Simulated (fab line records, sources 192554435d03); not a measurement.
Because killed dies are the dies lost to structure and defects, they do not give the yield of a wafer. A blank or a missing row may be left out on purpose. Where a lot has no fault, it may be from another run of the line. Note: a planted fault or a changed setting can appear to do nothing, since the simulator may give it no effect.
Split-lot trial + flow n5-finfet + 7 lots, 21 wafers read, on a route of 1938 steps

## SPLIT DETAILS
At N5_BEOL_M10_ETCH_41 (etches SiCN in CH3F/O2, target depth 42.6 nm, time 86 s), the setting source-w was moved away from the recipe's 395 W on 12 of the 21 wafers read, by -17.9% to +4.9%. For the rest of the wafers, this setting stayed at what the recipe calls for.

Reading taken at the split's own step.

## THE READING
rf-vpp-V, in V, at N5_BEOL_M10_ETCH_41 (etches SiCN in CH3F/O2, target depth 42.6 nm, time 86 s). On this fab line, fault-free wafers typically give 297.5 V with a standard deviation of 1.6 V.

| wafer  | tool, chamber at the split | source-w as run, W | against the recipe | rf-vpp-V, V | against lot-mates on the recipe |
|--------|----------------------------|--------------------|--------------------|-------------|---------------------------------|
| L076.3 | rie-diel-04, 0             | 333.9              | -15.5%             | 316.6       | no lot-mate on the recipe       |
| L076.5 | rie-diel-04, 0             | 333.9              | -15.5%             | 314.7       | no lot-mate on the recipe       |
| L076.6 | rie-diel-04, 3             | 333.9              | -15.5%             | 313.2       | no lot-mate on the recipe       |
| L077.1 | rie-diel-06, 2             | 357.1              | -9.6%              | 307.5       | +11.4                           |
| L077.3 | rie-diel-06, 1             | 395                | recipe             | 295.9       | -                               |
| L077.4 | rie-diel-06, 0             | 395                | recipe             | 296.4       | -                               |
| L079.2 | rie-diel-03, 0             | 324.3              | -17.9%             | 315.8       | no lot-mate on the recipe       |
| L079.4 | rie-diel-03, 1             | 324.3              | -17.9%             | 316.2       | no lot-mate on the recipe       |
| L079.6 | rie-diel-03, 2             | 324.3              | -17.9%             | 320.1       | no lot-mate on the recipe       |
| L080.3 | rie-diel-04, 1             | 395                | recipe             | 299.3       | -                               |
| L080.4 | rie-diel-04, 3             | 375.3              | -5.0%              | 302.0       | +3.5                            |
| L080.6 | rie-diel-04, 3             | 395                | recipe             | 297.6       | -                               |
| L083.3 | rie-diel-03, 3             | 395                | recipe             | 298.0       | -                               |
| L083.4 | rie-diel-03, 1             | 395                | recipe             | 296.8       | -                               |
| L083.5 | rie-diel-03, 3             | 395                | recipe             | 299.1       | -                               |
| L092.1 | rie-diel-06, 2             | 347.6              | -12.0%             | 307.4       | +11.0                           |
| L092.4 | rie-diel-06, 1             | 347.6              | -12.0%             | 308.4       | +12.0                           |
| L092.5 | rie-diel-06, 0             | 395                | recipe             | 296.4       | -                               |
| L097.4 | rie-diel-03, 2             | 414.4              | +4.9%              | 293.8       | -4.2                            |
| L097.5 | rie-diel-03, 2             | 414.4              | +4.9%              | 295.0       | -3.0                            |
| L097.6 | rie-diel-03, 3             | 395                | recipe             | 298.0       | -                               |

THE FIT
A straight line over all 21 wafers: rf-vpp-V changes by -1.05 V for each +1% of source-w; r = -0.98; the points scatter about the line by 1.7 V.
The same after taking each lot's own level away (the mean of its wafers on the recipe; 15 wafers): -0.952 V for each +1%; r = -0.98; scatter 1 V.
According to that fit, moving source-w by its largest amount changes the reading by 17 V.
Across the lots, their own levels run from 296.15 to 298.45 V, a range of 1.4 times the standard deviation given above.
Thus the slope moves with the lot-to-lot level: the two fits are different.
Check: for one of the wafers moved furthest among these (-12.0%), held out of the fit, the line's prediction against its lot-mates is +12 V. It came out at +11 V against them.
Tool readings at the split's step, against how far the setting was moved: rf-vpp-V r = -0.98.

## OTHER SPLITS APPLIED TO THESE WAFERS
Before the reading, these wafers also passed through other splits. Each is held against what the fit with the lots' levels taken away leaves over:
| other split on the same wafers   | wafers away from the commonest value | r with rf-vpp-V (lot level and that fit taken away) |
|----------------------------------|--------------------------------------|-----------------------------------------------------|
| N5_BEOL_M7_TRENCH_ETCH_37 time-s | 6                                    | +0.14                                               |
| N5_BEOL_M9_PECVD_70 time-s       | 4                                    | +0.19                                               |
| N5_BEOL_M9_ETCH_66 time-s        | 7                                    | -0.25                                               |
| N5_BEOL_M9_VIA_ETCH_34 source-w  | 6                                    | -0.02                                               |

## FILE'S OWN FIT
rf-vpp-V changes by -0.992 V for each +1% of source-w, r = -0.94.
